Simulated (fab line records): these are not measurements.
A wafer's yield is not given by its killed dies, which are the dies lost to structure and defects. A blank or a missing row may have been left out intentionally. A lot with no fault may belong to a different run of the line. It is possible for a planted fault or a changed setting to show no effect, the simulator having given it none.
Which tool was responsible?    flow nand-harc    36 wafers sampled from 12 lots at 1 step of a route of 1302

## WHAT THE GAUGES SHOWED, per wafer
NHARC_A_M1_CD_MEAS_09: target cd 120 nm.
lot   measured      on         cd-nm (nm)
L076  day 23 11:55  cd-sem-03  120.6 120.5 120.4
L078  day 24 08:32  cd-sem-01  120.7 120.6 121.4
L081  day 25 23:35  cd-sem-03  119.8 119.6 119.4
L080  day 26 05:54  cd-sem-03  120.4 119.8 120.1
L083  day 26 18:26  cd-sem-03  119.8 119.6 121.1
L085  day 27 15:52  cd-sem-03  120.1 121.1 121.0
L087  day 28 16:52  cd-sem-02  118.8 118.6 119.6
L089  day 28 23:41  cd-sem-02  120.6 120.0 120.4
L092  day 29 11:26  cd-sem-03  120.2 119.2 119.5
L093  day 30 12:07  cd-sem-02  120.4 120.1 119.9
L096  day 31 23:25  cd-sem-03  120.2 120.0 119.2
L097  day 32 07:04  cd-sem-01  119.8 119.7 121.1

## EACH LOT AND THE TOOL THAT RAN IT (in order: tool; ch and the chambers of the sampled wafers; start)
Record: no process step prior to these readings.

## THE ANSWER, worked out from the rows above alone
Rule: the lots themselves supply what counts as usual. The widest of any qualifying gaps counts: lots, ordered by their means at a reading, are off when they make up no more than a third of the lots, leave a main group of 4 or more, and stand apart from it by 3 or more times the standard deviation of that group's means. A main group is skipped when, at the precision printed for the reading in the tables above, its means are all equal. A lot without any number at a reading at which 4 lots or more have one is off too. The other lots that the step has rows for count as sound.
None of the lots is off at any reading shown; this tells nothing.

## WHAT THE SIMULATOR PUT IN
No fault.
